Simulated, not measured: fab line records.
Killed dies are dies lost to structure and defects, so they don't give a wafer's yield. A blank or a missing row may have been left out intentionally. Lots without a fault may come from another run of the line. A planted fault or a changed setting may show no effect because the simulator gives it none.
fab line records + flow n5_finfet
[record]
- lots = 7
- wafers = 39
route steps=1938 shown BEOL_M5@1160 BEOL_M6@1251
start_h: hours from the record's opening day to when the first of the lot's shown wafers began + wait_h: hours elapsed since this lot's preceding step + " unchanged from the row above + L1.1+2: a row that stands for several wafers + - no value, or no start given + * or withheld: withheld + < > ~ a bound
route shown NAME@n: names a module that has steps shown in the file, with the first one's number in the route + usual: mean/standard deviation taken from wafers without a fault + same: alike in all rows + chamber/n: place in a boat + sites: the reading at each site + _std_site: standard deviation of those values + _edge_site: inner sites' mean taken away from outer sites' mean + radius_mm: how far each site lies from the wafer's centre + mask NAME#n: copy n + behind: the most recent tool/chamber to have shaped the wafer + hold: what put the lot on hold/how long, in hours/how the hold closed + device: the n, p or np transistor that did not switch + end of line: the tests these same wafers got at the end of their route + a step without rows: its recipe alone + killed: at the first sort, the dies lost to defects and structure; wafer yield is something else + map: per-die view of a wafer (x killed, . not killed, _ where there is no die)
set.NAME: the setting the step ran with; set.NAME@STEP: the setting that earlier step ran with + model.NAME: the simulator's own value behind a step, which no gauge read
lots where settings were altered on purpose, with a table for each step and a row for each wafer
[[steps]]
[step N5_BEOL_M5_TRENCH_ETCH_37]
[recipe]
- chemistry = C4F6/O2
- target_depth_a = 716.52
- target = SiCOH_lowk
- time_s = 24.7
- ion_energy_ev = 250
- pressure_mtorr = 30
- source_w = 345
- bias_w = 185
- Ar_flow_sccm = 300
- C4F6_flow_sccm = 10
- O2_flow_sccm = 10
| lot.wafer | tool        | chamber | start_h | wait_h | set.target_depth_a | model.BEOL_M5.feature_depth_nm | model.etch.depth_nm | model.TiN_of_BEOL_M5_HM_DEP_02.thk_nm |
|-----------|-------------|---------|---------|--------|--------------------|--------------------------------|---------------------|---------------------------------------|
| L074.1    | rie_diel-05 | 0       | -       | -      | 716.52             | 71                             | 70.94               | 18                                    |
| L074.2    | "           | 3       | "       | "      | 1131               | 113                            | 113                 | 16.6                                  |
| L074.3    | "           | 1       | "       | "      | 716.52             | 70.8                           | 70.77               | 18                                    |
| L074.4    | "           | 3       | "       | "      | 716.52             | 71.6                           | 71.69               | 18                                    |
| L074.5    | "           | 0       | "       | "      | 1131               | 112.6                          | 112.7               | 16.8                                  |
| L074.6    | "           | 1       | "       | "      | 1131               | 110.8                          | 110.9               | 16.8                                  |
| L076.1    | rie_diel-01 | 1       | -       | -      | 299.1              | 30.2                           | 30.24               | 19.4                                  |
| L076.2    | "           | 0       | "       | "      | 299.1              | 30                             | 29.99               | 19.4                                  |
| L076.3    | "           | 2       | "       | "      | 716.52             | 71.2                           | 71.11               | 18.2                                  |
| L076.4    | "           | 3       | "       | "      | 299.1              | 29.6                           | 29.56               | 19.6                                  |
| L076.5    | "           | 2       | "       | "      | 716.52             | 71                             | 71                  | 18.2                                  |
| L076.6    | "           | 3       | "       | "      | 716.52             | 71                             | 71.1                | 18.2                                  |
| L078.1    | rie_diel-05 | 2       | -       | -      | 716.52             | 69.4                           | 69.39               | 18.2                                  |
| L078.2    | "           | 3       | "       | "      | 716.52             | 71                             | 71.07               | 18                                    |
| L078.3    | "           | 1       | "       | "      | 716.52             | 68.8                           | 68.77               | 18.2                                  |
| L078.4    | "           | 0       | "       | "      | 716.52             | 71.4                           | 71.45               | 18                                    |
| L078.5    | "           | 0       | "       | "      | 716.52             | 71.4                           | 71.47               | 18                                    |
| L078.6    | "           | 3       | "       | "      | 716.52             | 70.8                           | 70.86               | 17.8                                  |
| L095.1    | rie_diel-05 | 0       | -       | -      | 716.52             | 73                             | 72.91               | 17.8                                  |
| L095.2    | "           | 1       | "       | "      | 716.52             | 70                             | 70.02               | 17.8                                  |
| L095.3    | "           | 2       | "       | "      | 1009               | 99                             | 99.05               | 17                                    |
| L095.4    | "           | 3       | "       | "      | 716.52             | 72.8                           | 72.72               | 17.6                                  |
| L095.5    | "           | 0       | "       | "      | 1009               | 102                            | 101.9               | 17                                    |
| L095.6    | "           | 3       | "       | "      | 1009               | 102.6                          | 102.6               | 16.8                                  |
| L092.1    | rie_diel-05 | 2       | -       | -      | 716.52             | 69.8                           | 69.78               | 18                                    |
| L092.2    | "           | 1       | "       | "      | 310                | 30                             | 30.09               | 18.8                                  |
| L092.3    | "           | 3       | "       | "      | 716.52             | 71.8                           | 71.86               | 17.6                                  |
| L092.4    | "           | 0       | "       | "      | 310                | 31.2                           | 31.19               | 18.8                                  |
| L092.5    | "           | 2       | "       | "      | 716.52             | 70                             | 69.93               | 18                                    |
| L092.6    | "           | 1       | "       | "      | 310                | 30.2                           | 30.17               | 18.8                                  |
| L086.1    | rie_diel-06 | 3       | -       | -      | 716.52             | 70.8                           | 70.88               | 18.2                                  |
| L086.2    | "           | 1       | "       | "      | 716.52             | 69.2                           | 69.12               | 18.4                                  |
| L086.3    | "           | 0       | "       | "      | 716.52             | 71                             | 70.97               | 18.2                                  |
| L086.4    | "           | 2       | "       | "      | 716.52             | 72.2                           | 72.28               | 18.2                                  |
| L086.5    | "           | 2       | "       | "      | 716.52             | 72                             | 71.92               | 18                                    |
| L086.6    | "           | 1       | "       | "      | 716.52             | 69.4                           | 69.38               | 18.4                                  |
| L097.1    | rie_diel-05 | 0       | -       | -      | 716.52             | 72.6                           | 72.59               | 17.4                                  |
| L097.3    | "           | 2       | "       | "      | 716.52             | 70.6                           | 70.59               | 17.8                                  |
| L097.6    | "           | 3       | "       | "      | 716.52             | 71.2                           | 71.17               | 17.4                                  |
[step N5_BEOL_M5_ETCH_41]
[recipe]
- chemistry = CH3F/O2
- target = SiCN
- target_depth_a = 315
- taper_deg = 2
- time_s = 56.7
- ion_energy_ev = 120
- mask_material = TiN
- pressure_mtorr = 30
- source_w = 395
- bias_w = 75
- Ar_flow_sccm = 150
- CH3F_flow_sccm = 30
- O2_flow_sccm = 20
[step N5_BEOL_M5_STRIP_91]
[recipe]
- chemistry = N2/H2
- time_s = 10
- power_w = 450
- temp_c = 40
- pressure_mtorr = 20
- rf_frequency_hz = 6e+07
- bias_power_w = 7
- n2_flow_sccm = 200
- h2_flow_sccm = 200
[step N5_BEOL_M5_OCD_MEAS_38]
[usual]
- trench_depth_nm = 70.9/1.2
| lot.wafer | tool   | chamber | start_h | wait_h | set.target_depth_a@BEOL_M5_TRENCH_ETCH_37 | trench_depth_nm |
|-----------|--------|---------|---------|--------|-------------------------------------------|-----------------|
| L074.1    | ocd-02 | -       | 169.87  | -      | 716.52                                    | 70.6            |
| L074.2    | "      | -       | "       | "      | 1131                                      | 113.5           |
| L074.3    | "      | -       | "       | "      | 716.52                                    | 70.6            |
| L074.4    | "      | -       | "       | "      | 716.52                                    | 71.9            |
| L074.5    | "      | -       | "       | "      | 1131                                      | 112.9           |
| L074.6    | "      | -       | "       | "      | 1131                                      | 111.2           |
| L076.1    | ocd-01 | -       | 178.75  | -      | 299.1                                     | 30.6            |
| L076.2    | "      | -       | "       | "      | 299.1                                     | 30.0            |
| L076.3    | "      | -       | "       | "      | 716.52                                    | 71.2            |
| L076.4    | "      | -       | "       | "      | 299.1                                     | 28.8            |
| L076.5    | "      | -       | "       | "      | 716.52                                    | 71.1            |
| L076.6    | "      | -       | "       | "      | 716.52                                    | 71.2            |
| L078.1    | ocd-02 | -       | 191.17  | -      | 716.52                                    | 69.2            |
| L078.2    | "      | -       | "       | "      | 716.52                                    | 71.2            |
| L078.3    | "      | -       | "       | "      | 716.52                                    | 69.3            |
| L078.4    | "      | -       | "       | "      | 716.52                                    | 71.4            |
| L078.5    | "      | -       | "       | "      | 716.52                                    | 71.0            |
| L078.6    | "      | -       | "       | "      | 716.52                                    | 70.8            |
| L095.1    | ocd-02 | -       | 294.17  | -      | 716.52                                    | 72.9            |
| L095.2    | "      | -       | "       | "      | 716.52                                    | 69.6            |
| L095.3    | "      | -       | "       | "      | 1009                                      | 98.6            |
| L095.4    | "      | -       | "       | "      | 716.52                                    | 72.8            |
| L095.5    | "      | -       | "       | "      | 1009                                      | 101.9           |
| L095.6    | "      | -       | "       | "      | 1009                                      | 102.4           |
| L092.1    | ocd-01 | -       | 312.05  | -      | 716.52                                    | 69.7            |
| L092.2    | "      | -       | "       | "      | 310                                       | 30.2            |
| L092.3    | "      | -       | "       | "      | 716.52                                    | 71.9            |
| L092.4    | "      | -       | "       | "      | 310                                       | 31.2            |
| L092.5    | "      | -       | "       | "      | 716.52                                    | 69.7            |
| L092.6    | "      | -       | "       | "      | 310                                       | 30.2            |
| L086.1    | ocd-01 | -       | 335.78  | -      | 716.52                                    | 70.9            |
| L086.2    | "      | -       | "       | "      | 716.52                                    | 68.6            |
| L086.3    | "      | -       | "       | "      | 716.52                                    | 70.4            |
| L086.4    | "      | -       | "       | "      | 716.52                                    | 72.0            |
| L086.5    | "      | -       | "       | "      | 716.52                                    | 72.2            |
| L086.6    | "      | -       | "       | "      | 716.52                                    | 69.4            |
| L097.1    | ocd-01 | -       | 345.11  | -      | 716.52                                    | 72.6            |
| L097.3    | "      | -       | "       | "      | 716.52                                    | 70.7            |
| L097.6    | "      | -       | "       | "      | 716.52                                    | 70.8            |
[step N5_BEOL_M5_HM_STRIP_39]
[recipe]
- chemistry = peroxide_tin_strip
- material = TiN
- target_depth_a = 250
- temp_c = 50
- time_s = 158
[step N5_BEOL_M5_SRD_40]
[recipe]
- time_s = 30
- temp_c = 23
- rinse_liquid = diw
- dry = ipa_marangoni
[step N5_BEOL_M5_ECD_50]
[recipe]
- material = Cu
- target_thk_a = 3000
[step N5_BEOL_M5_ANNEAL_51]
[recipe]
- temp_c = 225
- time_s = 90
- ambient = N2
[step N5_BEOL_M5_CMP_52]
[recipe]
- stop_on = SiCOH_lowk
- t_overpolish_s = 6.9
- down_force_psi = 1
- platen_rpm = 50
- clearing_platen_down_force_psi = 1.5
- clearing_platen_rpm = 50
- post_cmp_clean = cu_alkaline
- target_thk_nm = 62
- clearing_platen_pad_velocity_m_s = 0.99484
- pad_velocity_m_s = 0.99484
| lot.wafer  | tool   | chamber | start_h | wait_h | set.target_depth_a@BEOL_M5_TRENCH_ETCH_37 | model.Cu_of_BEOL_M5_ECD_50.thk_nm |
|------------|--------|---------|---------|--------|-------------------------------------------|-----------------------------------|
| L074.3     | cmp-04 | 2       | 176.50  | 0.2    | 716.52                                    | 61.8                              |
| L074.2     | "      | 3       | "       | "      | 1131                                      | 104.4                             |
| L074.1     | "      | 0       | "       | "      | 716.52                                    | 62.2                              |
| L074.4     | "      | 1       | "       | "      | 716.52                                    | 62                                |
| L074.5     | "      | 2       | "       | "      | 1131                                      | 104                               |
| L074.6     | "      | 3       | "       | "      | 1131                                      | 101.2                             |
| L076.4     | cmp-01 | 3       | 185.33  | 0.1    | 299.1                                     | 18.4                              |
| L076.1+2   | "      | 0,1     | "       | "      | 299.1                                     | 19.8                              |
| L076.3     | "      | 2       | "       | "      | 716.52                                    | 60.4                              |
| L076.6     | "      | 3       | "       | "      | 716.52                                    | 59.4                              |
| L076.5     | "      | 0       | "       | "      | 716.52                                    | 61.2                              |
| L078.2     | cmp-04 | 1       | 197.11  | 0.2    | 716.52                                    | 61.4                              |
| L078.3     | "      | 2       | "       | "      | 716.52                                    | 59.4                              |
| L078.4     | "      | 3       | "       | "      | 716.52                                    | 61.2                              |
| L078.1     | "      | 0       | "       | "      | 716.52                                    | 58.4                              |
| L078.5     | "      | 1       | "       | "      | 716.52                                    | 62.8                              |
| L078.6     | "      | 2       | "       | "      | 716.52                                    | 62.6                              |
| L095.3     | cmp-02 | 0       | 300.15  | 0.2    | 1009                                      | 88.4                              |
| L095.1     | "      | 1       | "       | "      | 716.52                                    | 62.4                              |
| L095.4     | "      | 2       | "       | "      | 716.52                                    | 62.6                              |
| L095.2     | "      | 3       | "       | "      | 716.52                                    | 58.8                              |
| L095.5     | "      | 0       | "       | "      | 1009                                      | 90.4                              |
| L095.6     | "      | 1       | "       | "      | 1009                                      | 92.4                              |
| L092.1     | cmp-01 | 3       | 318.42  | 0.3    | 716.52                                    | 60.8                              |
| L092.2+4+6 | "      | 0,2,0   | "       | "      | 310                                       | 22.2                              |
| L092.3     | "      | 1       | "       | "      | 716.52                                    | 62.8                              |
| L092.5     | "      | 3       | "       | "      | 716.52                                    | 60.4                              |
| L086.4     | cmp-04 | 2       | 345.68  | 0.1    | 716.52                                    | 65.2                              |
| L086.2     | "      | 3       | "       | "      | 716.52                                    | 59.4                              |
| L086.1     | "      | 0       | "       | "      | 716.52                                    | 61.2                              |
| L086.3     | "      | 1       | "       | "      | 716.52                                    | 61                                |
| L086.5     | "      | 2       | "       | "      | 716.52                                    | 63                                |
| L086.6     | "      | 3       | "       | "      | 716.52                                    | 59.6                              |
| L097.1     | cmp-01 | 3       | 352.59  | 0.3    | 716.52                                    | 63.4                              |
| L097.3     | "      | 1       | "       | "      | 716.52                                    | 61.8                              |
| L097.6     | "      | 2       | "       | "      | 716.52                                    | 60.6                              |
[step N5_BEOL_M5_THK_MEAS_53]
[recipe]
- thk_meas_gauge = xrf
- reads = Cu_of_BEOL_M5_ECD_50
[usual]
- M5_THK = 61.4/1.5
| lot.wafer | tool          | chamber | start_h | wait_h | set.target_depth_a@BEOL_M5_TRENCH_ETCH_37 | M5_THK[nm] |
|-----------|---------------|---------|---------|--------|-------------------------------------------|------------|
| L074.1    | film_metro-01 | -       | 176.79  | -      | 716.52                                    | 62.3       |
| L074.2    | "             | -       | "       | "      | 1131                                      | 104.3      |
| L074.3    | "             | -       | "       | "      | 716.52                                    | 61.8       |
| L074.4    | "             | -       | "       | "      | 716.52                                    | 62.1       |
| L074.5    | "             | -       | "       | "      | 1131                                      | 104.4      |
| L074.6    | "             | -       | "       | "      | 1131                                      | 101.2      |
| L076.1    | film_metro-02 | -       | 185.62  | -      | 299.1                                     | 19.9       |
| L076.2    | "             | -       | "       | "      | 299.1                                     | 19.9       |
| L076.3    | "             | -       | "       | "      | 716.52                                    | 60.9       |
| L076.4    | "             | -       | "       | "      | 299.1                                     | 18.4       |
| L076.5    | "             | -       | "       | "      | 716.52                                    | 62.1       |
| L076.6    | "             | -       | "       | "      | 716.52                                    | 60.3       |
| L078.1    | film_metro-01 | -       | 197.41  | -      | 716.52                                    | 58.5       |
| L078.2    | "             | -       | "       | "      | 716.52                                    | 61.4       |
| L078.3    | "             | -       | "       | "      | 716.52                                    | 59.5       |
| L078.4    | "             | -       | "       | "      | 716.52                                    | 61.5       |
| L078.5    | "             | -       | "       | "      | 716.52                                    | 62.9       |
| L078.6    | "             | -       | "       | "      | 716.52                                    | 62.5       |
| L095.1    | film_metro-01 | -       | 300.44  | -      | 716.52                                    | 62.0       |
| L095.2    | "             | -       | "       | "      | 716.52                                    | 58.3       |
| L095.3    | "             | -       | "       | "      | 1009                                      | 88.0       |
| L095.4    | "             | -       | "       | "      | 716.52                                    | 62.2       |
| L095.5    | "             | -       | "       | "      | 1009                                      | 89.8       |
| L095.6    | "             | -       | "       | "      | 1009                                      | 92.1       |
| L092.1    | film_metro-02 | -       | 318.72  | -      | 716.52                                    | 61.5       |
| L092.2    | "             | -       | "       | "      | 310                                       | 22.4       |
| L092.3    | "             | -       | "       | "      | 716.52                                    | 63.7       |
| L092.4    | "             | -       | "       | "      | 310                                       | 22.4       |
| L092.5    | "             | -       | "       | "      | 716.52                                    | 61.0       |
| L092.6    | "             | -       | "       | "      | 310                                       | 22.4       |
| L086.1    | film_metro-02 | -       | 345.98  | -      | 716.52                                    | 61.1       |
| L086.2    | "             | -       | "       | "      | 716.52                                    | 59.6       |
| L086.3    | "             | -       | "       | "      | 716.52                                    | 61.1       |
| L086.4    | "             | -       | "       | "      | 716.52                                    | 65.5       |
| L086.5    | "             | -       | "       | "      | 716.52                                    | 62.9       |
| L086.6    | "             | -       | "       | "      | 716.52                                    | 59.9       |
| L097.1    | film_metro-01 | -       | 352.84  | -      | 716.52                                    | 63.3       |
| L097.3    | "             | -       | "       | "      | 716.52                                    | 62.1       |
| L097.6    | "             | -       | "       | "      | 716.52                                    | 60.9       |
[step N5_BEOL_M5_PRE_CLEAN_77]
[recipe]
- gas = NH3/H2
- time_s = 15
- temp_c = *
- rf_power_w = 300
[step N5_BEOL_M5_CO_CAP_78]
[recipe]
- material = Co
- target_thk_a = 20
- temp_c = 200
- precursor = CCTBA/H2
- pressure_torr = 30
- time_s = 102.1
[step N5_BEOL_M5_PRE_CLEAN_55]
[recipe]
- gas = NH3
- time_s = 15
- temp_c = withheld
- rf_power_w = 300
[step N5_BEOL_M5_DEP_56]
[recipe]
- material = SiCN
- target_thk_a = 80
- temp_c = withheld
- precursor = 3MS/NH3
- pressure_torr = 3
- rf_w = 202
- time_s = 14
[step N5_BEOL_M5_RS_MEAS_57]
[recipe]
- thk_meas_gauge = four-point-probe
- reads = Co_of_BEOL_M5_CO_CAP_78+Cu_of_BEOL_M5_ECD_50+Co_of_BEOL_M5_CVD_47+TaN_of_BEOL_M5_ALD_86
[usual]
- M5_RS = 0.393/0.012
| lot.wafer | tool          | chamber | start_h | wait_h | set.target_depth_a@BEOL_M5_TRENCH_ETCH_37 | M5_RS[ohm/sq] |
|-----------|---------------|---------|---------|--------|-------------------------------------------|---------------|
| L074.1    | film_metro-01 | -       | 177.12  | 0.0    | 716.52                                    | 0.384         |
| L074.2    | "             | -       | "       | "      | 1131                                      | 0.210         |
| L074.3    | "             | -       | "       | "      | 716.52                                    | 0.388         |
| L074.4    | "             | -       | "       | "      | 716.52                                    | 0.385         |
| L074.5    | "             | -       | "       | "      | 1131                                      | 0.210         |
| L074.6    | "             | -       | "       | "      | 1131                                      | 0.217         |
| L076.1    | film_metro-02 | -       | 185.88  | 0.0    | 299.1                                     | 1.727         |
| L076.2    | "             | -       | "       | "      | 299.1                                     | 1.729         |
| L076.3    | "             | -       | "       | "      | 716.52                                    | 0.398         |
| L076.4    | "             | -       | "       | "      | 299.1                                     | 1.905         |
| L076.5    | "             | -       | "       | "      | 716.52                                    | 0.392         |
| L076.6    | "             | -       | "       | "      | 716.52                                    | 0.407         |
| L078.1    | film_metro-02 | -       | 197.67  | 0.0    | 716.52                                    | 0.415         |
| L078.2    | "             | -       | "       | "      | 716.52                                    | 0.390         |
| L078.3    | "             | -       | "       | "      | 716.52                                    | 0.407         |
| L078.4    | "             | -       | "       | "      | 716.52                                    | 0.393         |
| L078.5    | "             | -       | "       | "      | 716.52                                    | 0.379         |
| L078.6    | "             | -       | "       | "      | 716.52                                    | 0.383         |
| L095.1    | film_metro-02 | -       | 300.70  | 0.0    | 716.52                                    | 0.384         |
| L095.2    | "             | -       | "       | "      | 716.52                                    | 0.413         |
| L095.3    | "             | -       | "       | "      | 1009                                      | 0.254         |
| L095.4    | "             | -       | "       | "      | 716.52                                    | 0.383         |
| L095.5    | "             | -       | "       | "      | 1009                                      | 0.247         |
| L095.6    | "             | -       | "       | "      | 1009                                      | 0.241         |
| L092.1    | film_metro-02 | -       | 318.98  | 0.0    | 716.52                                    | 0.395         |
| L092.2    | "             | -       | "       | "      | 310                                       | 1.468         |
| L092.3    | "             | -       | "       | "      | 716.52                                    | 0.381         |
| L092.4    | "             | -       | "       | "      | 310                                       | 1.470         |
| L092.5    | "             | -       | "       | "      | 716.52                                    | 0.399         |
| L092.6    | "             | -       | "       | "      | 310                                       | 1.468         |
| L086.1    | film_metro-02 | -       | 346.24  | 0.0    | 716.52                                    | 0.393         |
| L086.2    | "             | -       | "       | "      | 716.52                                    | 0.408         |
| L086.3    | "             | -       | "       | "      | 716.52                                    | 0.394         |
| L086.4    | "             | -       | "       | "      | 716.52                                    | 0.363         |
| L086.5    | "             | -       | "       | "      | 716.52                                    | 0.379         |
| L086.6    | "             | -       | "       | "      | 716.52                                    | 0.405         |
| L097.1    | film_metro-02 | -       | 353.16  | 0.0    | 716.52                                    | 0.377         |
| L097.3    | "             | -       | "       | "      | 716.52                                    | 0.387         |
| L097.6    | "             | -       | "       | "      | 716.52                                    | 0.398         |
[step N5_BEOL_M6_ALD_77]
[recipe]
- material = TaN
- target_thk_a = 20
- temp_c = 275
- ald_precursor_family = PDMAT
- ald_co_reactant = NH3
- pressure_torr = 3
- carrier_flow_sccm = 1500
- pulse_time_s = 2
- purge_time_s = 3
- co_reactant_purge_time_s = 2
- co_reactant_pulse_time_s = 3
- ald_cycles = 40
- precursor_vessel_temp_c = 75
- precursor_vessel_pressure_torr = 26.25
- precursor_vessel_carrier_sccm = 1000
| lot.wafer        | tool         | chamber     | start_h | wait_h | set.ald_cycles | model.TaN_of_BEOL_M6_ALD_77.thk_nm |
|------------------|--------------|-------------|---------|--------|----------------|------------------------------------|
| L074.1+3+6       | ald_metal-04 | 3,0,3       | 182.49  | 0.1    | 23             | 1.2                                |
| L074.2+4+5       | "            | 1,0,1       | "       | "      | 40             | 2                                  |
| L076.1+3+4       | ald_metal-02 | 1,2,0       | 193.93  | 0.0    | 40             | 2                                  |
| L076.2+5+6       | "            | 3,3,0       | "       | "      | 55             | 2.8                                |
| L078.1+4+5       | ald_metal-02 | 2,1,1       | 203.31  | 0.0    | 40             | 2                                  |
| L078.2+3+6       | "            | 3,0,0       | "       | "      | 52             | 2.6                                |
| L095.1+2+3+4+5+6 | ald_metal-02 | 1,3,2,0,0,3 | 307.36  | 0.3    | 40             | 2                                  |
| L092.1+2+3+4+5+6 | ald_metal-04 | 0,3,2,1,3,0 | 324.29  | 0.0    | 40             | 2                                  |
| L086.1+2+3       | ald_metal-03 | 0,3,2       | 353.63  | 0.1    | 40             | 2                                  |
| L086.4+5+6       | "            | 1,1,0       | "       | "      | 49             | 2.4                                |
| L097.1+3+6       | ald_metal-03 | 3,1,0       | 357.52  | 0.0    | 40             | 2                                  |
[[key]]
[split]
- step = N5_BEOL_M5_TRENCH_ETCH_37
- setting = target_depth_a
- stated = 716.52
- by = wafer
[response]
- step = N5_BEOL_M5_TRENCH_ETCH_37
- reading = model.BEOL_M5.feature_depth_nm
- change = +0.708
- per = 1%
- r = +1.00
[response]
- step = N5_BEOL_M5_TRENCH_ETCH_37
- reading = model.etch.depth_nm
- change = +0.709
- per = 1%
- r = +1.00
[response]
- step = N5_BEOL_M5_TRENCH_ETCH_37
- reading = model.TiN_of_BEOL_M5_HM_DEP_02.thk_nm
- change = -0.02
- per = 1%
- r = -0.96
[response]
- step = N5_BEOL_M5_OCD_MEAS_38
- reading = trench_depth_nm
- change = +0.711
- per = 1%
- r = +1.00
[response]
- step = N5_BEOL_M5_CMP_52
- reading = model.Cu_of_BEOL_M5_ECD_50.thk_nm
- change = +0.704
- per = 1%
- r = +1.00
[response]
- step = N5_BEOL_M5_THK_MEAS_53
- reading = M5_THK
- change = +0.71
- per = 1%
- r = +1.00
[response]
- step = N5_BEOL_M5_RS_MEAS_57
- reading = M5_RS
- shape = bent
- at_lowest = 1.787
- at_stated = 0.392
- at_highest = 0.212
[split]
- step = N5_BEOL_M6_ALD_77
- setting = ald_cycles
- stated = 40
- by = wafer
[response]
- step = N5_BEOL_M6_ALD_77
- reading = model.TaN_of_BEOL_M6_ALD_77.thk_nm
- change = +0.0197
- per = 1%
- r = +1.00
